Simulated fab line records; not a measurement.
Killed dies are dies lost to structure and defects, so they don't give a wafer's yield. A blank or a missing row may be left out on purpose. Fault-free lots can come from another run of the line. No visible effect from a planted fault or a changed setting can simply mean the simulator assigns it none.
Problem report, 8D (eight disciplines) form, completed by code / flow n5_finfet / the parts of the form that need people (team, actions taken, sign-off) are left out

== 1. WHAT WENT WRONG ==
At N5_PASSIVATION_PROBE_49, killed_at_contacts averages 110 over 9 wafers from 3 lots, while fault-free wafers read 12, standard deviation 5.6. Measured from the usual mean, that is +18 standard deviations.
Earliest sighting: wafer L209.1 on prober-01 at day 15 19:08. The record holds 10 wafers of 4 lots with a number at this step. Rule for "out", or "out of limits": more than 4 standard deviations from the usual mean. All remaining wafers that have a number are taken as sound.

== 2. WHAT THIS IS AND IS NOT ==
question=which readings at this step; is=killed_at_contacts; is not=killed_at_M4_up, killed_at_front_end, killed_at_other
question=which lots; is=L209, L211, L212; is not=L202
question=which wafers of those lots; is=all that have a number; is not=-
question=read on which tools; is=prober-01; is not=-
question=when; is=from day 15 19:08; is not=up to then (1 sound wafer)

== 3. SUSPECTS, AND WHAT RULES EACH OUT ==
Counting: a tool at any process step up to the reading remains a suspect when it ran all the lots that are out and ran no sound lot after the first of those.
- ald_sin-04 at N5_MOL_CONTACT_COAG_ALD_133 (deposits SiO2, target thk 5 nm, pulse time 1 s, co reactant pulse time 1 s): kept. It ran every lot that is out, first L209 (day 8 09:22), and no sound lot after that.
- prober-01 at N5_PASSIVATION_PROBE_49: kept. It processed each lot that is out, first L209 at day 15 19:08, and no sound lot thereafter; up to then, the last sound lot it processed was L202 at day 14 04:04. Its own killed_at_contacts readings are out on those wafers.
Remaining after the count are ald_sin-04 at N5_MOL_CONTACT_COAG_ALD_133 and prober-01 at N5_PASSIVATION_PROBE_49.

== 4. THE CAUSE (what the simulator had put in) ==
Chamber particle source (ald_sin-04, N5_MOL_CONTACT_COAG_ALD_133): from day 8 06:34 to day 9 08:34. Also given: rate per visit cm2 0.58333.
After counting, 2 suspects remain, this tool included.

== 5. THE CHAIN OF EFFECTS, in route order ==
Each row: a reading whose mean over the struck wafers that have a number lies more than 3 standard deviations from the usual. Readings are gone through only where the record gives a usual standard deviation; hours: the median, over the lots, of the time from a lot's start at the first step in this table giving one to that lot's start at this step; sigmas: the change measured in usual standard deviations.
hours=0; step=N5_PASSIVATION_PROBE_49; reading=killed_at_contacts; usual=12; on struck wafers=110; change=+98; sigmas=+18
hours=0; step=N5_PASSIVATION_PROBE_49; reading=killed_dies; usual=108; on struck wafers=184; change=+76; sigmas=+4.2
It contains these process steps:
- N5_PASSIVATION_PROBE_49

== 6. HOW IT WOULD HAVE BEEN CAUGHT EARLIER ==
The fault began at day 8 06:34; the first out-of-limits reading in this record came at day 15 19:08, 181 hours later.
An alarm limit of 4 standard deviations would not have fired on the tool readings at N5_MOL_CONTACT_COAG_ALD_133 for which the record gives a usual standard deviation, since none of them was out on any struck wafer.
By day 15 19:08 the whole set of lots that are out, 3 in number, had already begun N5_MOL_CONTACT_COAG_ALD_133 on ald_sin-04. A hold on the tool at that time would have spared none of them.
